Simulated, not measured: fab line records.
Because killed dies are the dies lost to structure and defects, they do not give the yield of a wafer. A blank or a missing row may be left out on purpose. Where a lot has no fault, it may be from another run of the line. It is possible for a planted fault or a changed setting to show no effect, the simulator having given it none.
Which of the tools did it? ; flow n5Finfet ; 33 wafers from 11 lots sampled at 5 of the route's 1938 steps

## WHAT EACH GAUGE READ, for each wafer
N5_BEOL_M5_THK_MEAS_01. Usual: for M5_ILD_THK the level is 121.1 nm and the standard deviation is 1.8.
lot;measured;on;M5_ILD_THK (nm);flag
L440;day 7 16:42;filmMetro-01;120.5 119.2 120.3;
L442;day 8 02:28;filmMetro-02;116.4 122.2 121.9;
L441;day 8 04:31;filmMetro-02;119.4 120.3 119.1;
L445;day 9 06:06;filmMetro-01;119.5 122.6 123.9;
L446;day 9 13:17;filmMetro-01;119.4 120.9 122.2;
L452;day 11 03:41;filmMetro-02;119.2 120.8 121.1;
L453;day 11 09:17;filmMetro-01;121.2 124.1 121.3;
L455;day 11 23:31;filmMetro-01;121.0 127.0 128.6;
L459;day 12 11:19;filmMetro-02;119.1 124.9 127.8;
L462;day 13 20:53;filmMetro-02;119.2 118.7 121.9;
L463;day 14 00:36;filmMetro-01;117.6 122.0 123.2;

## WHAT TOOL EACH LOT RAN ON (gives the tool, then ch and the chambers of the sampled wafers, and finally the start)
lot;N5_BEOL_M4_ANNEAL_91;N5_BEOL_M4_SPUTTER_94;N5_BEOL_M4_ANNEAL_51;N5_BEOL_M5_ILD_DEP_00
L440;pvdSputter-01, day 7 13:29;pvdSputter-01, day 7 13:51;rtpAnneal-01 ch 0, day 7 14:16;pecvd-04 ch 0,1, day 7 16:08
L442;pvdSputter-01, day 7 22:20;pvdSputter-01, day 7 22:41;rtpAnneal-01 ch 0, day 7 23:14;pecvd-04 ch 0,1,2, day 8 01:14
L441;pvdSputter-03, day 8 01:16;pvdSputter-03, day 8 01:37;rtpAnneal-02 ch 0, day 8 02:02;pecvd-02 ch 0,1, day 8 03:56
L445;pvdSputter-02, day 9 02:17;pvdSputter-02, day 9 02:38;rtpAnneal-02 ch 0, day 9 03:09;pecvd-03 ch 0,2, day 9 05:23
L446;pvdSputter-01, day 9 10:04;pvdSputter-01, day 9 10:26;rtpAnneal-01 ch 0, day 9 10:51;pecvd-03 ch 0,1, day 9 12:43
L452;pvdSputter-03, day 11 00:28;pvdSputter-03, day 11 00:49;rtpAnneal-02 ch 0, day 11 01:14;pecvd-02 ch 0,1,2, day 11 03:06
L453;pvdSputter-01, day 11 05:27;pvdSputter-01, day 11 05:49;rtpAnneal-02 ch 0, day 11 06:14;pecvd-02 ch 1,2, day 11 08:06
L455;pvdSputter-02, day 11 20:15;pvdSputter-02, day 11 20:37;rtpAnneal-02 ch 0, day 11 21:04;pecvd-03 ch 0,1,2, day 11 22:56
L459;pvdSputter-03, day 12 07:55;pvdSputter-03, day 12 08:17;rtpAnneal-02 ch 0, day 12 08:54;pecvd-03 ch 0,2, day 12 10:43
L462;pvdSputter-01, day 13 17:11;pvdSputter-01, day 13 17:33;rtpAnneal-01 ch 0, day 13 17:58;pecvd-02 ch 0,1,2, day 13 19:50
L463;pvdSputter-02, day 13 20:56;pvdSputter-02, day 13 21:17;rtpAnneal-01 ch 0, day 13 21:48;pecvd-04 ch 1,2, day 13 23:41
- N5_BEOL_M4_ANNEAL_91: time 240 s.
- N5_BEOL_M4_SPUTTER_94: material Cu, target thk 4.5 nm, time 8.29 s.
- N5_BEOL_M4_ANNEAL_51: time 90 s.
- N5_BEOL_M5_ILD_DEP_00: deposits SiCOH lowk from DEMS/porogen, target thk 140.64 nm, time 25.9 s.

## WHAT THE TOOLS THEMSELVES READ (means of the sampled wafers that have a number; where no wafer has one, the mark that the record gives instead)
N5_BEOL_M4_ANNEAL_91. Usual: 916 W for heaterPowerW, sd 120.
lot;tool;heaterPowerW (W);flag
L440;pvdSputter-01;1039;
L442;pvdSputter-01;925;
L441;pvdSputter-03;866;
L445;pvdSputter-02;824;
L446;pvdSputter-01;917;
L452;pvdSputter-03;819;
L453;pvdSputter-01;976;
L455;pvdSputter-02;892;
L459;pvdSputter-03;891;
L462;pvdSputter-01;990;
L463;pvdSputter-02;981;

N5_BEOL_M4_SPUTTER_94. Usual: chamberPressurePa 0.07001 Pa, standard deviation 0.00013; throttleValvePct 30.3 %, standard deviation 1.1.
lot;tool;chamberPressurePa (Pa);throttleValvePct (%);flag
L440;pvdSputter-01;0.06986;31.2;
L442;pvdSputter-01;0.06997;30.6;
L441;pvdSputter-03;0.07009;30.3;
L445;pvdSputter-02;0.06992;30.9;
L446;pvdSputter-01;0.07012;31.0;
L452;pvdSputter-03;0.06998;29.3;
L453;pvdSputter-01;0.07009;30.9;
L455;pvdSputter-02;0.07021;30.0;
L459;pvdSputter-03;0.06995;29.7;
L462;pvdSputter-01;0.07006;30.5;
L463;pvdSputter-02;0.06998;29.9;

N5_BEOL_M4_ANNEAL_51. Usual: 225.96 for wafer_temp_C_max, sd 0.21.
lot;tool;wafer_temp_C_max;flag
L440;rtpAnneal-01;225.78;
L442;rtpAnneal-01;226.09;
L441;rtpAnneal-02;225.79;
L445;rtpAnneal-02;226.06;
L446;rtpAnneal-01;225.96;
L452;rtpAnneal-02;226.19;
L453;rtpAnneal-02;226.02;
L455;rtpAnneal-02;225.80;
L459;rtpAnneal-02;226.03;
L462;rtpAnneal-01;225.97;
L463;rtpAnneal-01;226.05;

N5_BEOL_M5_ILD_DEP_00. Usual: heaterPowerW 306 W, standard deviation 41; showerheadPlenumPTorr 5.742 Torr, standard deviation 0.016; throttleValvePct 13.9 %, standard deviation 0.85.
lot;tool;heaterPowerW (W);showerheadPlenumPTorr (Torr);throttleValvePct (%);flag
L440;pecvd-04;342;5.726;14.8;
L442;pecvd-04;321;5.740;13.7;
L441;pecvd-02;359;5.734;14.7;
L445;pecvd-03;252;5.735;13.3;
L446;pecvd-03;315;5.744;14.2;
L452;pecvd-02;314;5.736;14.1;
L453;pecvd-02;277;5.737;13.7;
L455;pecvd-03;288;5.761;13.8;
L459;pecvd-03;246;5.738;13.5;
L462;pecvd-02;321;5.747;14.1;
L463;pecvd-04;354;5.750;13.3;

## THE ANSWER, worked out from the rows above alone
Rule: lot off if the mean of its wafers having a number is beyond 3 standard deviations from the usual mean. A lot without any number at a reading at which 4 lots or more have one is off too. Where the step has rows for the other lots, those lots are counted as sound. First the gauges in route order, then the tools' own readings, where a lot's mean is used as printed above. The first step at which some lot is off is used, and at that step the reading that is off furthest; a lot without a number counts as furthest.
Across all readings shown, no lot is off: no conclusion can be drawn from this.

## WHAT THE SIMULATOR PUT IN
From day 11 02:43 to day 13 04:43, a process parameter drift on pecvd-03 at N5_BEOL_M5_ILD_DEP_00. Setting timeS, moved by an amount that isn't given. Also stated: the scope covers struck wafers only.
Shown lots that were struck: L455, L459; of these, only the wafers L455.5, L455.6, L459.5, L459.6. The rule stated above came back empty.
